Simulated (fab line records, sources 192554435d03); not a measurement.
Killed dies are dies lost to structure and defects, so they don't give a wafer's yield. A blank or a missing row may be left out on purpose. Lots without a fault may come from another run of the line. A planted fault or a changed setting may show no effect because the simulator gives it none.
fab line records | flow n5_finfet | part 1 of 2: steps 1 to 16 of 23
record lots=5 wafers=15 last_day=18
route steps=1938 shown BEOL_M0_SAQP@649
lots that met no fault: from a run of the same line without faults
start_h: hours from the record's first day to the start of the lot's first wafer shown | wait_h: hours since the lot's step before | " the same as in the row above | L1.1+2: a row that stands for several wafers | - no value, or no start given | * or withheld: withheld | < > ~ a bound
route shown NAME@n: a module of which the file shows steps, and the number in the route of the first | usual: mean/standard deviation of fault-free wafers | same: alike in all rows | chamber/n: place in a boat | sites: the reading at each site | _std_site: their standard deviation | _edge_site: outer sites' mean less inner sites' | radius_mm: how far each site lies from the wafer's centre | mask NAME#n: copy n | behind: the tool/chamber that last shaped the wafer | hold: why the lot was held/for how many hours/how that ended | device: the transistor (n, p or np) that didn't switch | end of line: the same wafers' tests at the end of the route | a step without rows: its recipe alone | killed: dies lost to structure and defects at the first sort, not the wafer's yield | map: a wafer's dies, x killed, . not, _ none there
set.NAME: the setting as run; set.NAME@STEP: as run at that earlier step | model.NAME: the simulator's own value behind a step, which no gauge read
lots at some steps of the route; a table a step, a row a wafer
services: from which hour (start_h, from the record's first day; less than 0 if before it) a tool's chamber was out of use, for how many hours, and why
## steps
# step N5_BEOL_M0_SAQP_CD_MEAS_14
# recipe target_cd_nm=42.5 landing_energy_ev=500 detector=se_inlens
# usual cd_nm=42.6/0.36
# columns lot.wafer tool chamber start_h wait_h cd_nm
L079.1 cd_sem-02 0 137.43 - 42.9
L079.3 " 0 " " 42.9
L079.4 " 0 " " 43.1
L081.2 cd_sem-03 0 152.21 - 42.4
L081.3 " 0 " " 42.1
L081.5 " 0 " " 42.4
L084.2 cd_sem-02 0 175.89 - 42.2
L084.3 " 0 " " 42.2
L084.4 " 0 " " 42.8
L092.4 cd_sem-01 0 220.71 - 43.1
L092.5 " 0 " " 42.4
L092.6 " 0 " " 42.4
L096.1 cd_sem-03 0 247.39 - 42.6
L096.4 " 0 " " 43.1
L096.5 " 0 " " 42.9
# step N5_BEOL_M0_SAQP_OVL_MEAS_15
# recipe points_per_wafer=44
# usual M0_CORE_OVL=-0.3/0.67
# columns lot.wafer tool chamber start_h wait_h M0_CORE_OVL[nm]
L079.1 overlay-02 0 137.46 0.0 1.1
L079.3 " 0 " " 0.2
L079.4 " 0 " " -0.2
L081.2 overlay-01 0 152.24 0.0 -1.1
L081.3 " 0 " " -0.4
L081.5 " 0 " " -0.2
L084.2 overlay-02 0 175.92 0.0 0.7
L084.3 " 0 " " 0.7
L084.4 " 0 " " 0.0
L092.4 overlay-02 0 220.73 0.0 0.0
L092.5 " 0 " " -0.6
L092.6 " 0 " " 0.1
L096.1 overlay-02 0 247.42 0.0 -1.4
L096.4 " 0 " " -1.2
L096.5 " 0 " " -1.4
# step N5_BEOL_M0_SAQP_INSPECT_16
# recipe mode=adi inspect_instrument=brightfield
# usual raw_defect_count=470/120
# columns lot.wafer tool chamber start_h wait_h raw_defect_count
L079.1 defect_inspect-01 - 137.48 0.0 385
L079.3 " - " " 349
L079.4 " - " " 407
L081.2 defect_inspect-01 - 152.27 0.0 413
L081.3 " - " " 424
L081.5 " - " " 355
L084.2 defect_inspect-01 - 175.95 0.0 376
L084.3 " - " " 734
L084.4 " - " " 566
L092.4 defect_inspect-01 - 220.76 0.0 651
L092.5 " - " " 488
L092.6 " - " " 678
L096.1 defect_inspect-01 - 247.44 0.0 369
L096.4 " - " " 346
L096.5 " - " " 309
# step N5_BEOL_M0_SAQP_DESCUM_19
# recipe chemistry=O2 time_s=7.9 source_power_w=50 bias_power_w=20 pressure_mtorr=20 rf_frequency_hz=2.712e+07 temp_c=40 resist=CAR-ArF o2_flow_sccm=225
# usual drypump_motor_current_A=5.6/0.45 oes_product_au=0.75/0.065 rf_vpp_V=243.0/1.2 showerhead_plenum_p_Torr=2.10/0.057 throttle_valve_pct=20.57/0.16
# same time_s=7.9
# columns lot.wafer tool chamber start_h wait_h drypump_motor_current_A oes_product_au rf_hours_counter_h rf_vpp_V showerhead_plenum_p_Torr throttle_valve_pct
L079.1 rie_diel-05 3 137.81 0.3 5.8 0.76 152 243.1 2.09 20.51
L079.3 " 2 " " 5.3 0.73 165 242.1 2.10 20.40
L079.4 " 1 " " 5.6 0.72 178 242.2 2.09 20.55
L081.2 rie_diel-05 2 152.30 0.0 5.2 0.73 170 240.9 2.10 20.41
L081.3 " 1 " " 5.6 0.71 184 243.9 2.09 20.55
L081.5 " 0 " " 5.8 0.73 - 243.9 2.20 20.71
L084.2 rie_diel-03 0 175.98 0.0 5.5 0.87 55 242.8 2.04 20.47
L084.3 " 1 " " 5.1 0.78 151 243.0 2.12 20.63
L084.4 " 3 " " 5.6 0.77 159 243.9 2.19 20.79
L092.4 rie_diel-04 2 220.79 0.0 6.5 0.68 244 241.2 1.97 20.42
L092.5 " 2 " " 6.6 0.68 - 241.9 1.97 20.44
L092.6 " 1 " " 5.5 0.77 - 243.0 2.10 20.74
L096.1 rie_diel-03 2 247.48 0.0 5.0 0.96 13 244.1 2.14 20.07
L096.4 " 1 " " 5.1 0.76 171 242.7 2.11 20.68
L096.5 " 1 " " 5.1 0.76 - 241.8 2.11 20.68
# step N5_BEOL_M0_SAQP_ETCH_83
# recipe chemistry=CF4 target=SiARC target_depth_a=390 mask_material=CAR-ArF time_s=65 ion_energy_ev=80 pressure_mtorr=40 source_w=545 bias_w=36 Ar_flow_sccm=100 cf4_flow_sccm=100 ends=cleared
# usual bias_w=36.01/0.1 drypump_motor_current_A=5.6/0.45 etch_rf_on_time_s=65.3/1.6 oes_product_au=0.64/0.053 rf_vpp_V=184.1/1 showerhead_plenum_p_Torr=2.14/0.051 throttle_valve_pct=15.71/0.15
# columns lot.wafer tool chamber start_h wait_h bias_w drypump_motor_current_A etch_rf_on_time_s oes_product_au rf_hours_counter_h rf_vpp_V showerhead_plenum_p_Torr throttle_valve_pct
L079.1 rie_diel-05 3 137.85 0.0 35.98 5.8 65.5 0.65 152 184.1 2.13 15.68
L079.3 " 2 " " 35.99 5.3 67.5 0.62 165 183.9 2.13 15.49
L079.4 " 1 " " 36.12 5.5 70.2 0.59 178 184.9 2.12 15.69
L081.2 rie_diel-05 2 152.34 0.0 35.97 5.3 66.3 0.63 170 185.0 2.13 15.51
L081.3 " 1 " " 35.96 5.6 68.8 0.60 184 183.5 2.12 15.69
L081.5 " 0 " " 35.88 5.8 64.1 0.63 - 184.4 2.21 15.77
L084.2 rie_diel-03 0 176.02 0.0 35.99 5.5 65.4 0.73 55 184.2 2.09 15.51
L084.3 " 1 " " 36.01 5.1 65.5 0.64 151 184.1 2.15 15.68
L084.4 " 3 " " 36.01 5.6 62.8 0.65 159 186.3 2.22 15.94
L092.4 rie_diel-04 2 220.82 0.0 36.00 6.5 63.9 0.59 244 184.9 2.03 15.64
L092.5 " 2 " " 36.11 6.5 63.5 0.59 - 182.1 2.03 15.66
L092.6 " 1 " " 35.94 5.5 66.1 0.66 - 182.4 2.15 15.90
L096.1 rie_diel-03 2 247.51 0.0 36.16 5.1 64.3 0.80 13 185.9 2.19 15.23
L096.4 " 1 " " 36.09 5.1 65.9 0.63 171 183.5 2.14 15.72
L096.5 " 1 " " 35.95 5.1 66.0 0.64 - 184.1 2.14 15.72
# step N5_BEOL_M0_SAQP_ETCH_84
# recipe chemistry=N2/H2 target=SOC target_depth_a=1000 overetch_a=200 mask_material=SiARC temp_c=40 time_s=150 ion_energy_ev=200 pressure_mtorr=30 source_w=840 bias_w=150 n2_flow_sccm=200 h2_flow_sccm=200
# usual bias_w=150.0/0.45 drypump_motor_current_A=5.6/0.45 oes_product_au=0.67/0.055 rf_vpp_V=523.8/2 showerhead_plenum_p_Torr=2.53/0.063 throttle_valve_pct=17.91/0.15
# same time_s=150
# columns lot.wafer tool chamber start_h wait_h bias_w drypump_motor_current_A oes_product_au rf_hours_counter_h rf_vpp_V showerhead_plenum_p_Torr throttle_valve_pct
L079.1 rie_diel-05 3 137.90 0.0 149.5 5.9 0.68 152 522.9 2.55 18.08
L079.3 " 2 " " 150.5 5.3 0.67 165 524.4 2.53 17.69
L079.4 " 1 " " 149.8 5.5 0.65 178 524.5 2.55 17.99
L081.2 rie_diel-05 2 152.39 0.0 149.7 5.2 0.66 170 524.2 2.53 17.70
L081.3 " 1 " " 150.3 5.6 0.65 184 522.6 2.54 18.01
L081.5 " 0 " " 149.7 5.8 0.66 - 526.8 2.63 17.88
L084.2 rie_diel-03 0 176.07 0.0 150.5 5.4 0.77 55 523.3 2.48 17.83
L084.3 " 1 " " 149.6 5.1 0.68 151 524.6 2.52 17.79
L084.4 " 3 " " 149.0 5.6 0.67 159 527.0 2.64 18.03
L092.4 rie_diel-04 2 220.87 0.0 150.0 6.5 0.61 244 519.1 2.41 18.02
L092.5 " 2 " " 149.8 6.5 0.61 - 520.7 2.41 17.99
L092.6 " 1 " " 149.5 5.6 0.70 - 522.6 2.54 18.10
L096.1 rie_diel-03 2 247.56 0.0 149.6 5.1 0.83 13 525.4 2.59 17.35
L096.4 " 1 " " 149.4 5.1 0.67 171 523.4 2.52 17.82
L096.5 " 1 " " 150.9 5.1 0.66 - 524.8 2.52 17.82
# step N5_BEOL_M0_SAQP_STRIP_80
# recipe chemistry=N2/H2 temp_c=40 n2_flow_sccm=200 h2_flow_sccm=200 rf_frequency_hz=6e+07
# columns lot.wafer tool chamber start_h wait_h
L079.1+3+4 rie_diel-05 3,2,1 138.00 0.0
L081.2+3+5 rie_diel-05 2,1,0 152.48 0.0
L084.2+3+4 rie_diel-03 0,1,3 176.16 0.0
L092.4+5+6 rie_diel-04 2,2,1 220.97 0.0
L096.1+4+5 rie_diel-03 2,1,1 247.66 0.0
# step N5_BEOL_M0_SAQP_HM_OPEN_112
# recipe chemistry=CHF3/O2 target=SiO2 stop_on=a-Si target_depth_a=120 over_etch_frac=1.25 mask_material=SOC time_s=13.5 pressure_mtorr=30 source_w=650 bias_w=170 Ar_flow_sccm=200 CHF3_flow_sccm=50 O2_flow_sccm=5 ion_energy_ev=200 ends=end_point
# usual bias_w=169.9/0.5 drypump_motor_current_A=5.6/0.45 oes_product_au=0.49/0.04 rf_vpp_V=525/11 showerhead_plenum_p_Torr=2.41/0.056 throttle_valve_pct=18.92/0.14
# columns lot.wafer tool chamber start_h wait_h bias_w drypump_motor_current_A oes_product_au rf_hours_counter_h rf_vpp_V showerhead_plenum_p_Torr throttle_valve_pct
L079.1 rie_diel-05 3 138.01 0.0 169.9 5.8 0.50 152 532 2.39 18.85
L079.3 " 2 " " 170.0 5.2 0.48 165 509 2.41 18.72
L079.4 " 1 " " 170.2 5.5 0.47 178 517 2.38 18.85
L081.2 rie_diel-05 2 152.49 0.0 170.2 5.2 0.49 170 510 2.40 18.73
L081.3 " 1 " " 169.1 5.6 0.46 184 515 2.38 18.87
L081.5 " 0 " " 169.3 5.8 0.48 - 530 2.49 18.92
L084.2 rie_diel-03 0 176.17 0.0 170.2 5.5 0.56 55 521 2.35 18.79
L084.3 " 1 " " 171.0 5.1 0.49 151 533 2.41 18.84
L084.4 " 3 " " 169.7 5.6 0.49 159 543 2.50 19.16
L092.4 rie_diel-04 2 220.98 0.0 170.3 6.5 0.45 244 526 2.29 18.91
L092.5 " 2 " " 170.0 6.5 0.45 - 526 2.29 18.91
L092.6 " 1 " " 171.0 5.5 0.51 - 508 2.41 19.12
L096.1 rie_diel-03 2 247.67 0.0 169.3 5.1 0.62 13 527 2.46 18.45
L096.4 " 1 " " 170.1 5.1 0.48 171 534 2.40 18.88
L096.5 " 1 " " 170.7 5.1 0.49 - 532 2.40 18.89
# step N5_BEOL_M0_SAQP_STRIP_113
# recipe chemistry=CHF3/O2 resist=SiARC rf_frequency_hz=6e+07
# columns lot.wafer tool chamber start_h wait_h
L079.1+3+4 rie_diel-05 3,2,1 138.06 0.0
L081.2+3+5 rie_diel-05 2,1,0 152.55 0.0
L084.2+3+4 rie_diel-03 0,1,3 176.23 0.0
L092.4+5+6 rie_diel-04 2,2,1 221.03 0.0
L096.1+4+5 rie_diel-03 2,1,1 247.72 0.0
# step N5_BEOL_M0_SAQP_MANDREL_ETCH_20
# recipe target_depth_a=600 chemistry=HBr/Cl2 target=a-Si stop_on=SiNx bt_time_s=10 mask_material=SOC over_etch_frac=0.5 time_s=30 pressure_mtorr=10 icp_w=800 bias_w=75 HBr_flow_sccm=150 Cl2_flow_sccm=80 ends=end_point
# usual bias_w=75.05/0.25 drypump_motor_current_A=5.7/0.47 oes_product_au=0.776/0.013 throttle_valve_pct=35.58/0.21
# columns lot.wafer tool chamber start_h wait_h bias_w drypump_motor_current_A oes_product_au rf_hours_counter_h throttle_valve_pct
L079.1 rie_si-01 2 138.09 0.0 75.09 6.5 0.789 124 35.51
L079.3 " 1 " " 75.19 5.9 0.769 28 35.44
L079.4 " 0 " " 74.86 4.8 0.757 105 35.77
L081.2 rie_si-01 2 152.58 0.0 75.10 6.5 0.781 125 35.52
L081.3 " 3 " " 74.96 5.6 0.766 158 35.53
L081.5 " 1 " " 75.13 5.9 0.787 - 35.44
L084.2 rie_si-01 2 176.26 0.0 75.02 6.5 0.777 125 35.51
L084.3 " 0 " " 75.05 4.8 0.769 106 35.73
L084.4 " 3 " " 75.03 5.5 0.774 158 35.51
L092.4 rie_si-01 2 221.06 0.0 74.76 6.5 0.791 126 35.51
L092.5 " 2 " " 74.74 6.5 0.797 - 35.50
L092.6 " 3 " " 75.07 5.6 0.764 - 35.54
L096.1 rie_si-05 3 247.75 0.0 74.80 5.3 0.784 1 35.43
L096.4 " 0 " " 75.04 5.6 0.763 1 35.15
L096.5 " 1 " " 74.69 5.9 0.808 - 35.43
# step N5_BEOL_M0_SAQP_STRIP_86
# recipe chemistry=N2/H2 power_w=500 temp_c=40 pressure_mtorr=50 rf_frequency_hz=6e+07 overash_fraction=0.3 bias_power_w=28 h2_frac=0.5 n2_flow_sccm=300 h2_flow_sccm=300
# usual drypump_motor_current_A=5.6/0.44 oes_product_au=0.74/0.059 rf_vpp_V=121.9/1.5 showerhead_plenum_p_Torr=3.35/0.074 throttle_valve_pct=19.1/0.33
# columns lot.wafer tool chamber start_h wait_h drypump_motor_current_A oes_product_au rf_hours_counter_h rf_vpp_V showerhead_plenum_p_Torr throttle_valve_pct
L079.1 rie_diel-04 3 138.20 0.1 5.0 0.69 226 121.6 3.29 18.7
L079.3 " 0 " " 6.2 0.75 176 120.4 3.36 19.3
L079.4 " 2 " " 6.5 0.70 223 121.7 3.20 19.5
L081.2 rie_diel-03 1 152.68 0.1 5.1 0.77 145 123.2 3.34 18.8
L081.3 " 3 " " 5.6 0.77 152 122.0 3.49 18.8
L081.5 " 0 " " 5.5 0.89 - 122.1 3.28 19.1
L084.2 rie_diel-03 3 176.36 0.1 5.6 0.78 159 122.7 3.48 18.9
L084.3 " 0 " " 5.5 0.86 56 122.0 3.28 19.1
L084.4 " 1 " " 5.1 0.78 151 123.1 3.34 18.9
L092.4 rie_diel-03 2 221.16 0.1 5.1 0.99 5 123.1 3.42 18.4
L092.5 " 3 " " 5.6 0.75 - 122.4 3.48 18.9
L092.6 " 0 " " 5.5 0.85 - 120.6 3.27 19.1
L096.1 rie_diel-04 2 247.85 0.1 6.5 0.67 252 121.9 3.18 19.6
L096.4 " 1 " " 5.6 0.77 - 123.2 3.36 19.2
L096.5 " 2 " " 6.6 0.66 - 121.8 3.18 19.6
# step N5_BEOL_M0_SAQP_STRIP_115
# recipe chemistry=post_etch_residue_remover time_s=60 temp_c=25 remover_ph=withheld remover_water_wt_pct=withheld remover_fluoride_wt_pct=withheld
# same time_s=60
# columns lot.wafer tool chamber start_h wait_h
L079.1+3+4 wet_bench-04 7,6,2 138.27 -
L081.2+3+5 wet_bench-04 3,1,0 152.74 -
L084.2+3+4 wet_bench-01 7,4,3 176.42 -
L092.4+5+6 wet_bench-04 3,2,5 221.23 -
L096.1+4+5 wet_bench-01 7,5,3 247.92 -
# step N5_BEOL_M0_SAQP_SRD_93
# recipe dry=ipa_marangoni time_s=30 temp_c=23 rinse_liquid=diw
# usual bath_heat_duty_pct=3.6/0.52
# same time_s=30
# columns lot.wafer tool chamber start_h wait_h bath_heat_duty_pct
L079.1 wet_bench-04 7 138.29 0.0 3.5
L079.3 " 6 " " 4.6
L079.4 " 2 " " 2.7
L081.2 wet_bench-04 3 152.76 0.0 2.7
L081.3 " 1 " " 4.0
L081.5 " 0 " " 3.0
L084.2 wet_bench-01 7 176.44 0.0 2.9
L084.3 " 4 " " 4.0
L084.4 " 3 " " 3.6
L092.4 wet_bench-04 3 221.25 0.0 3.4
L092.5 " 2 " " 3.7
L092.6 " 5 " " 4.1
L096.1 wet_bench-01 7 247.94 0.0 3.1
L096.4 " 5 " " 4.6
L096.5 " 3 " " 3.4
# step N5_BEOL_M0_SAQP_RECESS_114
# recipe chemistry=HF/NH3 target=SiO2 target_depth_a=144 afs_cycles=3 temp_c=30 sublimation_temp_c=180 sublimation_time_s=60
# usual drypump_motor_current_A=6.0/0.31
# columns lot.wafer tool chamber start_h wait_h drypump_motor_current_A
L079.1 vapor_etch-01 0 138.53 0.2 6.2
L079.3 " 0 " " 6.2
L079.4 " 1 " " 5.7
L081.2 vapor_etch-02 0 152.81 0.0 6.3
L081.3 " 1 " " 5.6
L081.5 " 1 " " 5.7
L084.2 vapor_etch-01 1 176.49 0.0 5.7
L084.3 " 0 " " 6.1
L084.4 " 1 " " 5.7
L092.4 vapor_etch-02 1 221.42 0.1 5.7
L092.5 " 0 " " 6.4
L092.6 " 1 " " 5.7
L096.1 vapor_etch-01 0 247.98 0.0 6.1
L096.4 " 0 " " 6.2
L096.5 " 1 " " 5.7
# step N5_BEOL_M0_SAQP_SPACER1_ALD_98
# recipe material=SiO2 target_thk_a=128 temp_c=300 ald_precursor_family=BDEAS ald_co_reactant=O2-plasma pulse_time_s=1 purge_time_s=2 co_reactant_purge_time_s=2 ald_cycles=138 pressure_torr=2
# usual heater_power_w=467/24 precursor_pulse_height_rel=0.998/0.021
# same pulse_time_s=1
# columns lot.wafer tool chamber start_h wait_h heater_power_w precursor_pulse_height_rel
L079.1 ald_sin-04 0 139.01 0.4 456 0.979
L079.3 " 2 " " 470 0.992
L079.4 " 1 " " 450 0.968
L081.2 ald_sin-02 3 153.64 0.7 467 1.022
L081.3 " 1 " " 460 1.001
L081.5 " 0 " " 523 0.988
L084.2 ald_sin-02 2 176.87 0.3 428 1.012
L084.3 " 1 " " 463 0.993
L084.4 " 3 " " 447 0.983
L092.4 ald_sin-04 1 222.45 0.9 451 1.013
L092.5 " 0 " " 454 1.009
L092.6 " 3 " " 467 1.025
L096.1 ald_sin-02 0 248.37 0.3 521 0.971
L096.4 " 1 " " 462 1.003
L096.5 " 3 " " 456 1.006
# step N5_BEOL_M0_SAQP_SPACER1_ETCHBACK_99
# recipe chemistry=CHF3/O2 mode=anisotropic_etchback target=SiO2 target_depth_a=154 time_s=7.7 pressure_mtorr=30 source_w=650 bias_w=170 Ar_flow_sccm=200 CHF3_flow_sccm=50 O2_flow_sccm=5 ion_energy_ev=200
# usual bias_w=170.0/0.52 drypump_motor_current_A=5.6/0.46 oes_product_au=0.75/0.065 rf_vpp_V=525/10 showerhead_plenum_p_Torr=2.41/0.056 throttle_valve_pct=18.97/0.16
# same time_s=7.7
# columns lot.wafer tool chamber start_h wait_h bias_w drypump_motor_current_A oes_product_au rf_hours_counter_h rf_vpp_V showerhead_plenum_p_Torr throttle_valve_pct
L079.1 rie_diel-04 1 139.58 0.3 170.1 5.6 0.79 102 510 2.42 19.16
L079.3 " 2 " " 169.8 6.5 0.70 224 527 2.30 18.94
L079.4 " 3 " " 169.2 5.0 0.69 226 511 2.39 19.12
L081.2 rie_diel-03 3 154.11 0.3 168.9 5.6 0.77 153 541 2.51 19.23
L081.3 " 1 " " 169.5 5.1 0.76 145 535 2.41 18.92
L081.5 " 3 " " 169.5 5.6 0.77 - 543 2.51 19.23
L084.2 rie_diel-03 1 177.35 0.3 169.5 5.1 0.76 152 533 2.41 18.95
L084.3 " 2 " " 169.5 5.1 0.66 247 525 2.47 18.85
L084.4 " 0 " " 170.5 5.5 0.85 56 522 2.35 18.86
L092.4 rie_diel-03 3 222.95 0.3 169.2 5.6 0.76 172 542 2.50 19.25
L092.5 " 1 " " 170.2 5.1 0.75 - 534 2.40 18.94
L092.6 " 2 " " 169.2 5.1 0.96 - 526 2.47 18.52
L096.1 rie_diel-03 3 248.84 0.3 170.0 5.6 0.75 180 542 2.49 19.26
L096.4 " 1 " " 170.3 5.1 0.74 171 535 2.40 18.93
L096.5 " 0 " " 170.6 5.5 0.84 - 520 2.34 18.88
